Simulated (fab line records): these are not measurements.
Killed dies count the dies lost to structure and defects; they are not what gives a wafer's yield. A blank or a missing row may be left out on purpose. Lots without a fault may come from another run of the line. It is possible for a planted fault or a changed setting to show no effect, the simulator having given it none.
The same fault as seen by 2 desks :: flow n5-finfet :: every desk sees just its own numbers, and what lay behind them comes last

## AT THE METROLOGY DESK
Lot by lot, what the gauges showed, no matter which tool ran the lot: averages of those sampled wafers that carry a number. Any lot whose mean is over 4 standard deviations away from the usual mean is out of limits and marked OUT; that distance is given in the brackets. Readings shown: 7 of its 10, picked as those furthest out on some lot.
Columns: A = DIBL_N at N5_BEOL_M4_RC_MEAS_101, usual 36.0 mV/V; B = DIBL_P at N5_BEOL_M4_RC_MEAS_101, usual 36.2 mV/V; C = IOFF_P at N5_BEOL_M4_RC_MEAS_101, usual 0.21 nA/um; D = SS_N at N5_BEOL_M4_RC_MEAS_101, usual 71.4 mV/dec; E = SS_P at N5_BEOL_M4_RC_MEAS_101, usual 73.3 mV/dec; F = VT_N at N5_BEOL_M4_RC_MEAS_101, usual 249 mV; G = VT_P at N5_BEOL_M4_RC_MEAS_101, usual -251 mV
lot: L711
first seen here: day 8 21:05
A: 34.3
B: 34.0
C: 0.19
D: 70.8
E: 72.5
F: 251
G: -252

lot: L710
first seen here: day 8 22:43
A: 37.4
B: 36.5
C: 0.24
D: 71.7
E: 73.7
F: 248
G: -247

lot: L728
first seen here: day 12 16:23
A: 35.8
B: 36.4
C: 0.20
D: 71.2
E: 73.1
F: 251
G: -250

lot: L730
first seen here: day 13 18:32
A: 35.9
B: 36.7
C: 0.21
D: 71.2
E: 73.6
F: 250
G: -251
This desk's finding: nothing out of limits on any of the 4 lots.

## THE TOOL OWNER'S DESK: rie-diel-02
The tool's own readings at N5_BEOL_M0_SAQP_ETCH_49 (etches SiO2 in CF4/O2, target depth 37 nm): means of the sampled wafers that have a number, for each lot that ran on this tool. Any lot whose mean is over 4 standard deviations away from the usual mean is out of limits and marked OUT; that distance is given in the brackets.
Columns: A = drypump-motor-current-A at N5_BEOL_M0_SAQP_ETCH_49, usual 5.8 A; B = oes_ar_750_au at N5_BEOL_M0_SAQP_ETCH_49, usual 0.79 a.u.; C = oes-product-au at N5_BEOL_M0_SAQP_ETCH_49, usual 0.79 a.u.; D = rf-vpp-V at N5_BEOL_M0_SAQP_ETCH_49, usual 240 V; E = showerhead-plenum-p-Torr at N5_BEOL_M0_SAQP_ETCH_49, usual 2.18 Torr; F = throttle-valve-pct at N5_BEOL_M0_SAQP_ETCH_49, usual 15.87 %
lot: L711
first seen here: day 6 17:52
A: 5.4
B: 0.74
C: 0.75
D: 244
E: 2.15
F: 15.87

lot: L728
first seen here: day 10 09:01
A: 5.4
B: 0.76
C: 0.71
D: 245
E: 2.18
F: 15.77

lot: L730
first seen here: day 11 01:43
A: 5.5
B: 0.75
C: 0.68
D: 244
E: 2.17
F: 15.76
This desk's finding: nothing out of limits on any of the 3 lots.

## TAKEN TOGETHER
Nothing out of limits was seen by the metrology desk.
The desk of the tool owner found nothing out of limits.

## WHAT THE SIMULATOR HAD INSERTED
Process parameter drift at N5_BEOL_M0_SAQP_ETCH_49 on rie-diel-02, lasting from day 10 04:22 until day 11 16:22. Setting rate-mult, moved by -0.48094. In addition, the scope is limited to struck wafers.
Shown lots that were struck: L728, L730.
